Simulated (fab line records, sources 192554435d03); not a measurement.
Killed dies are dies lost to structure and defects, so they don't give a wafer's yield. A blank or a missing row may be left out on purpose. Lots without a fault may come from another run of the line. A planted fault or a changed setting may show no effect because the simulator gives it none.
Problem report in the 8D (eight disciplines) form, filled by code | flow n5_finfet | the parts of the form that need people (team, actions taken, sign-off) are left out

1. THE PROBLEM
REXT_P at N5_BEOL_M4_RC_MEAS_101 reads a mean of 114.7 ohm.um on 3 wafers of 2 lots; wafers without a fault read 100.7 ohm.um with a standard deviation of 1.8. That is +7.8 standard deviations from the usual mean.
First seen on wafer L698.5, day 11 17:22, on prober-01. The record holds 31 wafers of 11 lots with a number at this step. Rule for "out", or "out of limits": more than 4 standard deviations from the usual mean. The other wafers with a number count as sound.

2. WHAT IT IS AND WHAT IT IS NOT
question                    | is                     | is not
which readings at this step | REXT_P, REXT_N         | IOFF_N, IOFF_P, SS_P, VT_N
which lots                  | L698, L701             | L684, L687, L688, L691, L692, L693, L694, L696, L697
which wafers of those lots  | L698.5, L701.3, L701.5 | L698.2
read on which gauges        | prober-01              | prober-02
when                        | from day 11 17:22      | up to then (28 sound wafers)

3. SUSPECTS, AND WHAT RULES EACH OUT
Counting: a tool at a process step up to the reading stays a suspect if it ran every lot that is out. Sound lots after the first of them don't rule it out here, since some wafers of a struck lot are sound.
- the gauge at N5_BEOL_M4_RC_MEAS_101: kept. All the wafers that are out were read on prober-01, and no step on other tools shows them out.
- ald_sin-04 at N5_SPACER0_ALD_08 (deposits SiNx, target thk 2 nm): kept. It ran every lot that is out, first L698 (day 6 14:42); its last sound lot up to then is L697 (day 6 10:30).
Left after counting: ald_sin-04 at N5_SPACER0_ALD_08, prober-01 at N5_BEOL_M4_RC_MEAS_101.

4. THE CAUSE (what the simulator had put in)
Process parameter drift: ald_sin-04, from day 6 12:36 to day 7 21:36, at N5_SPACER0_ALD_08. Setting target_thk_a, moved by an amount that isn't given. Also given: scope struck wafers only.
Counting left 2 suspects, and this tool is among them.

5. THE CHAIN OF EFFECTS, in route order
Each row: a reading whose mean over the struck wafers that have a number lies more than 3 standard deviations from the usual. Only readings for which the record gives a usual standard deviation are gone through. hours: the time from each lot's start at the first step in this table that gives one to its start at this step, as a median over the lots. sigmas: the change in usual standard deviations.
hours | step                    | reading          | usual        | on struck wafers | change | sigmas
0     | N5_BEOL_M4_RC_MEAS_101  | REXT_N           | 75.2 ohm.um  | 84.8             | +9.6   | +5.3
0     | N5_BEOL_M4_RC_MEAS_101  | REXT_P           | 100.7 ohm.um | 114.7            | +14.0  | +7.8
119   | N5_PASSIVATION_PROBE_49 | sort_bin_8_speed | 0.00 %       | 0.22             | +0.22  | +7.4
The process steps in it:
- N5_PASSIVATION_PROBE_49

6. WHAT WOULD HAVE CAUGHT IT SOONER
In this record the first reading out of limits at a measuring or inspecting step was taken at day 11 17:22, 125 hours after the fault began at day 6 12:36.
Of the tool readings at N5_SPACER0_ALD_08 for which the record gives a usual standard deviation, none was out on any struck wafer, so an alarm limit of 4 standard deviations on them would not have fired.
All the lots that are out (2) had begun N5_SPACER0_ALD_08 on ald_sin-04 by day 11 17:22. A hold on the tool at that time would have spared none of them.
